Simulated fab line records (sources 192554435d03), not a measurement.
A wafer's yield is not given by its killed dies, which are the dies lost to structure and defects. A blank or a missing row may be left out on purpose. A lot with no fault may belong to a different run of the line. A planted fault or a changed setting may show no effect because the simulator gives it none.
Split-lot trial    flow n5 finfet    39 wafers read from 7 lots, route of 1938 steps

## ABOUT THE SPLIT
At N5_SDB_ALD_29 (deposits SiNx, target thk 30 nm, pulse time 1 s, ald cycles 600), the setting ald cycles was moved away from the recipe's 600 on 15 of the 39 wafers read, by -54.3% to +56.5%. For the rest of the wafers, this setting stayed at what the recipe calls for.

The split's own step is where the reading is taken.

## THE READING
SiNx_of_SDB_ALD_29.thk nm (the simulator's own value, which no gauge read), in nm, at N5_SDB_ALD_29 (deposits SiNx, target thk 30 nm, pulse time 1 s, ald cycles 600). No usual value for it is given in the file. The 24 wafers here that ran the recipe average 30.0 nm, standard deviation 0.13 nm.

wafer   tool, chamber at the split  ald cycles as run  against the recipe  SiNx_of_SDB_ALD_29.thk nm, nm  against lot-mates on the recipe
L076.1  ald sin-01, 1,2             939                +56.5%              47                             +16.9
L076.5  ald sin-01, 1,2             939                +56.5%              47                             +16.9
L076.2  ald sin-01, 2,0             600                recipe              30                             -
L076.4  ald sin-01, 2,0             600                recipe              30                             -
L076.3  ald sin-01, 3               600                recipe              30.2                           -
L076.6  ald sin-01, 1               939                +56.5%              46.8                           +16.7
L079.1  ald sin-04, 0,1,2           930                +55.0%              46.6                           +16.7
L079.2  ald sin-04, 0,1,2           930                +55.0%              46.6                           +16.7
L079.4  ald sin-04, 0,1,2           930                +55.0%              46.6                           +16.7
L079.3  ald sin-04, 3,2             600                recipe              30                             -
L079.5  ald sin-04, 3,2             600                recipe              30                             -
L079.6  ald sin-04, 3               600                recipe              29.8                           -
L080.3  ald sin-03, 3               600                recipe              30.2                           -
L080.4  ald sin-03, 0,2             600                recipe              30                             -
L080.6  ald sin-03, 0,2             600                recipe              30                             -
L082.1  ald sin-04, 2               922                +53.7%              46.4                           +16.3
L082.2  ald sin-04, 3               600                recipe              30.2                           -
L082.6  ald sin-04, 3               600                recipe              30.2                           -
L082.3  ald sin-04, 0,1             922                +53.7%              46.2                           +16.1
L082.4  ald sin-04, 0,1             922                +53.7%              46.2                           +16.1
L082.5  ald sin-04, 0               600                recipe              30                             -
L086.1  ald sin-03, 0               274                -54.3%              13.6                           -16.4
L086.2  ald sin-03, 2,3             274                -54.3%              13.8                           -16.2
L086.3  ald sin-03, 2,3             274                -54.3%              13.8                           -16.2
L086.4  ald sin-03, 1               600                recipe              30                             -
L086.5  ald sin-03, 3               600                recipe              29.8                           -
L086.6  ald sin-03, 2               600                recipe              30.2                           -
L088.1  ald sin-03, 3,0             887                +47.8%              44.2                           +14.3
L088.5  ald sin-03, 3,0             887                +47.8%              44.2                           +14.3
L088.2  ald sin-03, 0               600                recipe              29.8                           -
L088.3  ald sin-03, 1               600                recipe              30                             -
L088.6  ald sin-03, 1               600                recipe              30                             -
L088.4  ald sin-03, 2               887                +47.8%              44.6                           +14.7
L093.1  ald sin-03, 0,2,3           600                recipe              30                             -
L093.5  ald sin-03, 0,2,3           600                recipe              30                             -
L093.6  ald sin-03, 0,2,3           600                recipe              30                             -
L093.2  ald sin-03, 2,1,3           600                recipe              30.2                           -
L093.3  ald sin-03, 2,1,3           600                recipe              30.2                           -
L093.4  ald sin-03, 2,1,3           600                recipe              30.2                           -
If several chambers appear in one row, that row covers several wafers at once and the file leaves open which wafer was in which chamber.

FIT RESULTS
A straight line over all 39 wafers: SiNx_of_SDB_ALD_29.thk nm changes by +0.3 nm for each +1% of ald cycles; r = +1.00; the points scatter about the line by 0.13 nm.
The same after taking each lot's own level away (the mean of its wafers on the recipe; 39 wafers): +0.3 nm for each +1%; r = +1.00; scatter 0.12 nm.
According to that fit, moving ald cycles by its largest amount changes the reading by 17 nm.
From 29.93 to 30.13 nm: that is the span of the lots' own levels, equal to 1.6 times the standard deviation above.
Hence the lot-to-lot level has little effect on the slope; both slopes agree.
Check: with one of the wafers moved furthest among these (+56.5%) left out of the fit, the line predicts +17 nm for it against its lot-mates. It came out at +16.9 nm against them.

## ADDITIONAL SPLITS CARRIED BY THESE WAFERS
These wafers also went through other splits before the reading. Each is held against what the fit with the lots' levels taken away leaves over:
other split on the same wafers  wafers away from the commonest value  r with SiNx_of_SDB_ALD_29.thk nm (lot level and that fit taken away)
N5_FIN_SAQP_PECVD_48 time s     15                                    -0.05

## FILE'S OWN FIT
SiNx_of_SDB_ALD_29.thk nm changes by +0.3 nm for each +1% of ald cycles, r = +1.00.
